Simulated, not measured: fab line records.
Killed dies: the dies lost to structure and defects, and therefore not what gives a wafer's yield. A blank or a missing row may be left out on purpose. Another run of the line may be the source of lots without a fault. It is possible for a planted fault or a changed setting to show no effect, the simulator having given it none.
Lot-split experiment	flow n5 finfet	39 wafers read from 7 lots, route of 1938 steps

== THE SPLIT ITSELF ==
At N5_BEOL_M1_ILD_DEP_00 (deposits SiOC from DEMS/O2, target thk 79 nm, time 15.3 s), the setting target thk a was moved away from the recipe's 790 angstrom on 15 of the 39 wafers read, by -51.4% to +58.6%. The other wafers ran this setting at the recipe's value.

There is no step in the file separating the split from the reading.

== THE READING ==
M1_ILD_THK, in nm, at N5_BEOL_M1_THK_MEAS_01. A value of 79.0 nm with a standard deviation of 0.98 nm is what fault-free wafers of this fab line usually give.

wafer	tool, chamber at the split	target thk a as run, angstrom	against the recipe	M1_ILD_THK, nm	against lot-mates on the recipe
L077.1	pecvd-01, 1	1126	+42.5%	112.7	+32.8
L077.2	pecvd-01, 2	790	recipe	79.8	-
L077.3	pecvd-01, 0	1126	+42.5%	110.8	+30.9
L077.4	pecvd-01, 1	790	recipe	80.7	-
L077.5	pecvd-01, 2	1126	+42.5%	113.4	+33.5
L077.6	pecvd-01, 0	790	recipe	79.3	-
L078.1	pecvd-03, 0	954.1	+20.8%	94.4	+16.0
L078.2	pecvd-03, 2	790	recipe	77.5	-
L078.3	pecvd-03, 2	790	recipe	79.5	-
L078.4	pecvd-03, 0,2	954.1	+20.8%	95.7	+17.3
L078.5	pecvd-03, 0	790	recipe	78.3	-
L078.6	pecvd-03, 0,2	954.1	+20.8%	95.9	+17.5
L079.1	pecvd-03, 1	1253	+58.6%	124.4	+46.1
L079.2	pecvd-03, 2	790	recipe	77.1	-
L079.3	pecvd-03, 0	790	recipe	77.7	-
L079.4	pecvd-03, 0	1253	+58.6%	125.3	+47.0
L079.5	pecvd-03, 1	790	recipe	80.1	-
L079.6	pecvd-03, 2	1253	+58.6%	125.2	+46.9
L080.1	pecvd-03, 2	790	recipe	78.6	-
L080.2	pecvd-03, 0	790	recipe	78.7	-
L080.3	pecvd-03, 1	790	recipe	80.6	-
L080.4	pecvd-03, 0,2	790	recipe	80.2	-
L080.5	pecvd-03, 0,2	790	recipe	80.1	-
L080.6	pecvd-03, 1	790	recipe	81.1	-
L082.1	pecvd-01, 0	1147	+45.2%	112.1	+33.4
L082.2	pecvd-01, 2	1147	+45.2%	112.3	+33.6
L082.3	pecvd-01, 1,2	790	recipe	79.0	-
L082.4	pecvd-01, 0	790	recipe	78.2	-
L082.5	pecvd-01, 1	1147	+45.2%	115.1	+36.4
L082.6	pecvd-01, 1,2	790	recipe	79.0	-
L086.1	pecvd-04, 2	383.9	-51.4%	38.2	-40.1
L086.2	pecvd-04, 1,0	790	recipe	78.1	-
L086.3	pecvd-04, 0	383.9	-51.4%	37.5	-40.8
L086.4	pecvd-04, 1	383.9	-51.4%	37.8	-40.5
L086.5	pecvd-04, 1,0	790	recipe	78.1	-
L086.6	pecvd-04, 2	790	recipe	78.7	-
L087.2	pecvd-03, 2	790	recipe	77.7	-
L087.3	pecvd-03, 0	790	recipe	78.2	-
L087.6	pecvd-03, 1	790	recipe	80.8	-
The file does not say which wafer passed through which chamber wherever a row lists several chambers: such a row stands for several wafers.

THE FIT
A straight line over all 39 wafers: M1_ILD_THK changes by +0.784 nm for each +1% of target thk a; r = +1.00; the points scatter about the line by 1.1 nm.
The same after taking each lot's own level away (the mean of its wafers on the recipe; 39 wafers): +0.782 nm for each +1%; r = +1.00; scatter 1 nm.
On that fit, the largest move of target thk a shifts the reading by 46 nm.
The span of the lots' own levels, 78.30 to 79.93 nm, comes to 1.7 times the standard deviation stated above.
Hence the lot-to-lot level has little effect on the slope; both slopes agree.
Check: +45.8 nm against its lot-mates is what the line predicts for one of the wafers moved furthest among these (+58.6%) when that wafer is left out of the fit. It came out at +46.1 nm against them.

== OTHER SPLITS ON THESE WAFERS ==
Note: prior to the reading, these wafers also went through further splits. Each is held against what the fit with the lots' levels taken away leaves over:
other split on the same wafers	wafers away from the commonest value	r with M1_ILD_THK (lot level and that fit taken away)
N5_ZERO_LAYER_PECVD_02 time s	18	+0.03
N5_FIN_SAQP_SPACER2_ALD_28 target thk a	15	-0.14
N5_MOL_CONTACT_COAG_VIA_ETCH_46 target depth a	12	-0.05

== THE WHOLE CHAIN: every reading that the file lists as answering this split, in the file's order ==
step	what it does	reading	change (the file's fit)	r (the file's)
N5_BEOL_M1_ILD_DEP_00	deposits SiOC from DEMS/O2, target thk 79 nm, time 15.3 s	SiOC_of_BEOL_M1_ILD_DEP_00.thk nm (the simulator's own value, which no gauge read)	+0.782 nm for each +1% of the setting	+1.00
N5_BEOL_M1_THK_MEAS_01		M1_ILD_THK	+0.782 for each +1% of the setting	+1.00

== THE FILE'S OWN FIT ==
M1_ILD_THK changes by +0.782 nm for each +1% of target thk a, r = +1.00.
